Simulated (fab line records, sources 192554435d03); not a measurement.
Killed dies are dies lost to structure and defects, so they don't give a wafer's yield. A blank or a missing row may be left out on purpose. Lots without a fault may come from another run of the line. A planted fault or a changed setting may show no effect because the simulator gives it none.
Split-lot experiment | flow n5_finfet | 7 lots, 21 wafers read, on a route of 1938 steps

THE SPLIT
At N5_BEOL_M7_TRENCH_ETCH_37 (etches SiCOH lowk in C4F6/O2, target depth 93.478 nm, time 31.2 s), the setting source_w was moved away from the recipe's 345 W on 7 of the 21 wafers read, by -5.5% to +17.4%. The other wafers ran this setting at the recipe's value.

The reading is taken at the split's own step.

THE READING
rf_vpp_V, in V, at N5_BEOL_M7_TRENCH_ETCH_37 (etches SiCOH lowk in C4F6/O2, target depth 93.478 nm, time 31.2 s). Fault-free wafers of this fab line usually give 667 V, standard deviation 11 V.

wafer  | tool, chamber at the split | source_w as run, W | against the recipe | rf_vpp_V, V | against lot-mates on the recipe
L076.1 | rie_diel-04, 2             | 345                | recipe             | 668         | -
L076.3 | rie_diel-04, 0             | 383.7              | +11.2%             | 606         | -62
L076.5 | rie_diel-04, 3             | 345                | recipe             | 668         | -
L080.2 | rie_diel-04, 2             | 345                | recipe             | 668         | -
L080.4 | rie_diel-04, 2             | 390.8              | +13.3%             | 627         | -41
L080.6 | rie_diel-04, 3             | 390.8              | +13.3%             | 625         | -43
L078.4 | rie_diel-02, 3             | 345                | recipe             | 673         | -
L078.5 | rie_diel-02, 2             | 345                | recipe             | 665         | -
L078.6 | rie_diel-02, 1             | 345                | recipe             | 674         | -
L081.4 | rie_diel-03, 2             | 345                | recipe             | 674         | -
L081.5 | rie_diel-03, 1             | 404.9              | +17.4%             | 625         | -49
L081.6 | rie_diel-03, 3             | 404.9              | +17.4%             | 615         | -59
L084.1 | rie_diel-03, 1             | 345                | recipe             | 678         | -
L084.4 | rie_diel-03, 3             | 345                | recipe             | 668         | -
L084.6 | rie_diel-03, 3             | 345                | recipe             | 667         | -
L086.2 | rie_diel-02, 3             | 345                | recipe             | 672         | -
L086.5 | rie_diel-02, 3             | 345                | recipe             | 673         | -
L086.6 | rie_diel-02, 2             | 345                | recipe             | 665         | -
L092.2 | rie_diel-04, 2             | 325.9              | -5.5%              | 688         | +49
L092.3 | rie_diel-04, 0             | 345                | recipe             | 639         | -
L092.4 | rie_diel-04, 3             | 325.9              | -5.5%              | 684         | +45

THE FIT
A straight line over all 21 wafers: rf_vpp_V changes by -3.19 V for each +1% of source_w; r = -0.91; the points scatter about the line by 10 V.
The same after taking each lot's own level away (the mean of its wafers on the recipe; 21 wafers): -3.88 V for each +1%; r = -0.93; scatter 11 V.
On that fit, the largest move of source_w shifts the reading by 67 V.
The lots' own levels span 639.0 to 674.0 V, that is 3.2 times the standard deviation above.
So the lot-to-lot level changes the slope: the two fits differ.
Check: with one of the wafers moved furthest among these (+17.4%) left out of the fit, the line predicts -68.9 V for it against its lot-mates. It came out at -49 V against them.
Tool readings at the split's step, against how far the setting was moved: rf_vpp_V r = -0.91.

OTHER SPLITS ON THESE WAFERS
These wafers also went through other splits before the reading. Each is held against what the fit with the lots' levels taken away leaves over:
other split on the same wafers   | wafers away from the commonest value | r with rf_vpp_V (lot level and that fit taken away)
N5_BEOL_M2_DESCUM_33 time_s      | 9                                    | -0.22
N5_BEOL_M2_VIA_ETCH_34 time_s    | 7                                    | +0.15
N5_BEOL_M3_COAT_05 spin_rpm      | 5                                    | -0.24
N5_BEOL_M5_TRENCH_ETCH_37 time_s | 8                                    | -0.14
N5_BEOL_M5_ETCH_41 source_w      | 9                                    | -0.07

THE WHOLE CHAIN: every reading that the file lists as answering this split, in the file's order
step                      | what it does                                                      | reading                                                                   | change (the file's fit)               | r (the file's)
N5_BEOL_M7_TRENCH_ETCH_37 | etches SiCOH lowk in C4F6/O2, target depth 93.478 nm, time 31.2 s | rf_vpp_V                                                                  | -3.84 V for each +1% of the setting   | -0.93
N5_BEOL_M7_TRENCH_ETCH_37 | etches SiCOH lowk in C4F6/O2, target depth 93.478 nm, time 31.2 s | etch.depth_nm (the simulator's own value, which no gauge read)            | +0.395 nm for each +1% of the setting | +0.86
N5_BEOL_M7_TRENCH_ETCH_37 | etches SiCOH lowk in C4F6/O2, target depth 93.478 nm, time 31.2 s | BEOL_M7.feature_depth_nm (the simulator's own value, which no gauge read) | +0.392 nm for each +1% of the setting | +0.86

THE FILE'S OWN FIT
rf_vpp_V changes by -3.84 V for each +1% of source_w, r = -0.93.
